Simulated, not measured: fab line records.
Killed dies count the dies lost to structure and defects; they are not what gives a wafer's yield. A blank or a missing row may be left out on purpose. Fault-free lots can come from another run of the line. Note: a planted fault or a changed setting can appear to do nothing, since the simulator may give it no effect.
The tool behind it: which one? | flow n5 finfet | 10 lots, 30 wafers sampled, at 4 steps of a route of 1938

WHAT THE GAUGES SHOWED, per wafer
N5_BEOL_M14_OVL_MEAS_11.
lot  | measured     | on         | V13_OVL (nm)
L880 | day 11 13:24 | overlay-02 | 1 -2 -2
L879 | day 11 15:16 | overlay-01 | 0 -10 -10
L883 | day 12 12:25 | overlay-02 | -1 5 7
L884 | day 12 18:48 | overlay-01 | -7 -9 -8
L886 | day 13 17:45 | overlay-02 | -1 1 -5
L893 | day 15 18:29 | overlay-02 | 51 46 45
L895 | day 15 19:07 | overlay-02 | 44 46 47
L894 | day 15 22:04 | overlay-02 | 46 50 41
L898 | day 17 10:16 | overlay-02 | -1 1 -6
L901 | day 17 12:29 | overlay-01 | -6 -4 -5

EACH LOT AND THE TOOL THAT RAN IT (in order: tool; ch and the chambers of the sampled wafers; start)
lot  | N5_BEOL_M13_DESCUM_33              | N5_BEOL_M13_STRIP_37                 | N5_BEOL_M14_EXPOSE_07
L880 | rie diel-03 ch 1,2,3, day 11 07:14 | plasma asher-02 ch 0,1, day 11 07:51 | krf scanner-01 ch 0, day 11 13:12
L879 | rie diel-01 ch 1,3, day 11 07:58   | plasma asher-01 ch 0,1, day 11 08:35 | krf scanner-02 ch 0, day 11 15:04
L883 | rie diel-06 ch 2,3, day 12 07:19   | plasma asher-02 ch 0,1, day 12 07:56 | krf scanner-02 ch 0, day 12 12:13
L884 | rie diel-03 ch 0,1,2, day 12 14:53 | plasma asher-02 ch 0,1, day 12 15:42 | krf scanner-02 ch 0, day 12 18:36
L886 | rie diel-06 ch 0,1,2, day 13 12:59 | plasma asher-01 ch 0,1, day 13 13:37 | krf scanner-02 ch 0, day 13 17:32
L893 | rie diel-03 ch 0,1, day 15 12:47   | plasma asher-02 ch 1, day 15 13:25   | krf scanner-02 ch 0, day 15 18:17
L895 | rie diel-01 ch 1,2, day 15 16:20   | plasma asher-01 ch 0,1, day 15 16:59 | krf scanner-02 ch 0, day 15 18:55
L894 | rie diel-03 ch 1,3, day 15 16:40   | plasma asher-02 ch 0,1, day 15 17:17 | krf scanner-02 ch 0, day 15 21:51
L898 | rie diel-03 ch 0,3, day 17 05:08   | plasma asher-01 ch 0,1, day 17 05:46 | krf scanner-01 ch 0, day 17 10:05
L901 | rie diel-06 ch 1,3, day 17 05:51   | plasma asher-01 ch 0,1, day 17 06:28 | krf scanner-01 ch 0, day 17 12:16
- N5_BEOL_M13_DESCUM_33: chemistry O2, time 7.9 s.
- N5_BEOL_M13_STRIP_37: strips in N2/H2.
- N5_BEOL_M14_EXPOSE_07: exposes mask V13.

THE ANSWER, worked out from the rows above alone
Rule: usual is defined by the lots themselves. The widest of any qualifying gaps counts: lots, ordered by their means at a reading, are off when they make up no more than a third of the lots, leave a main group of 4 or more, and stand apart from it by 3 or more times the standard deviation of that group's means. A main group whose means are all the same, to the digits that the tables above print for the reading, isn't used. A lot without any number at a reading at which 4 lots or more have one is off too. All remaining lots with rows at the step are treated as sound.
Off: L893, L895, L894, at N5_BEOL_M14_OVL_MEAS_11 (V13_OVL). Main group: mean -3 nm, sd 3.7.
If a tool, at a process step before that reading, ran all the lots that are off and no sound lot after the first of them, it fits. Those tools and the gauges at N5_BEOL_M14_OVL_MEAS_11 are tried in the same way. One candidate fits, namely krf scanner-02 at N5_BEOL_M14_EXPOSE_07. Its last sound lot is L886 (day 13 17:32), its first lot that is off L893 (day 15 18:17): a fault that began between those two fits.

WHAT THE SIMULATOR HAD INSERTED
Scanner matching overlay: krf scanner-02, from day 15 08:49 on, at N5_BEOL_M14_EXPOSE_07. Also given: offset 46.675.
Lots struck among those shown: L893, L895, L894. Same finding as the rule above.
